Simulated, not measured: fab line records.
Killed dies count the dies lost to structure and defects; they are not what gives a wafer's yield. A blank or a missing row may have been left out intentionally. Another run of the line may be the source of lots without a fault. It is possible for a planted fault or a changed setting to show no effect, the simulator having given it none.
Code-filled problem report in 8D (eight disciplines) form :: flow nand harc :: the parts of the form that need people (team, actions taken, sign-off) are left out

## 1. PROBLEM STATEMENT
Mean of run length s at NHARC_P_CONTACT_ETCH_18: 200.4 s across 3 wafers in 3 lots; on wafers with no fault it is 261.8 s (standard deviation 0.42). So: -99 or more standard deviations from the usual mean.
The step: etches the open film in C4F8/O2/Ar, target depth 481 nm, time 240.5 s.
Earliest sighting: wafer L158.1 on rie diel-09 at day 7 07:00. The record has a number at this step for 39 wafers belonging to 14 lots. Rule for "out", or "out of limits": more than 4 standard deviations from the usual mean. Any other wafer with a number is counted as sound.

## 2. WHAT THIS IS AND IS NOT
question: which readings at this step
is: run length s
is not: chamber pressure mTorr, rf vpp V

question: which lots
is: L158, L161, L163
is not: L153, L154, L156, L164, L168, L169, L170, L172, L173, L174, L175

question: which wafers of those lots
is: L158.1, L161.6, L163.6
is not: L158.5, L161.5, L163.2

question: read on which tools
is: rie diel-09
is not: rie diel-06

question: when
is: from day 7 07:00
is not: up to then (10 sound wafers); but 26 sound wafers of L161, L163, L164, L168, L169, L170, L172, L173, L174, L175 came after

## 3. THE SUSPECTS, EACH WITH WHAT RULES IT OUT
Counting: any tool at a process step up to the reading remains a suspect provided it ran every lot that is out. Sound lots after the first of them don't rule it out here, since some wafers of a struck lot are sound.
- rie diel-09 at NHARC_P_CONTACT_ETCH_18 (etches the open film in C4F8/O2/Ar, target depth 481 nm, time 240.5 s): kept. It ran every lot that is out, first L158 (day 7 07:00); its last sound lot up to then is L156 (day 6 20:35). Its own run length s readings are out on those wafers.
Remaining after the count: rie diel-09 at NHARC_P_CONTACT_ETCH_18.

## 4. THE CAUSE (what the simulator had put in)
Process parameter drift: rie diel-09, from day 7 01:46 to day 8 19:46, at NHARC_P_CONTACT_ETCH_18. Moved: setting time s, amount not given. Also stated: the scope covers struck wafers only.
Counting left only this tool.

## 5. THE CHAIN OF EFFECTS, in route order
Each row: a reading where the mean over the struck wafers with a number is more than 3 standard deviations away from the usual. Only readings for which the record gives a usual standard deviation are gone through. hours: the time from each lot's start at the first step in this table that gives one to its start at this step, as a median over the lots. sigmas: the change in usual standard deviations.
hours: 0
step: NHARC_P_CONTACT_ETCH_18
reading: run length s
usual: 261.8 s
on struck wafers: 200.4
change: -61.4
sigmas: -99 or more
It contains these process steps:
- NHARC_P_CONTACT_ETCH_18: etches the open film in C4F8/O2/Ar, target depth 481 nm, time 240.5 s.

## 6. WHAT WOULD HAVE CAUGHT IT SOONER
5 hours passed between the start of the fault at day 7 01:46 and the first reading out of limits in this record, taken at day 7 07:00.
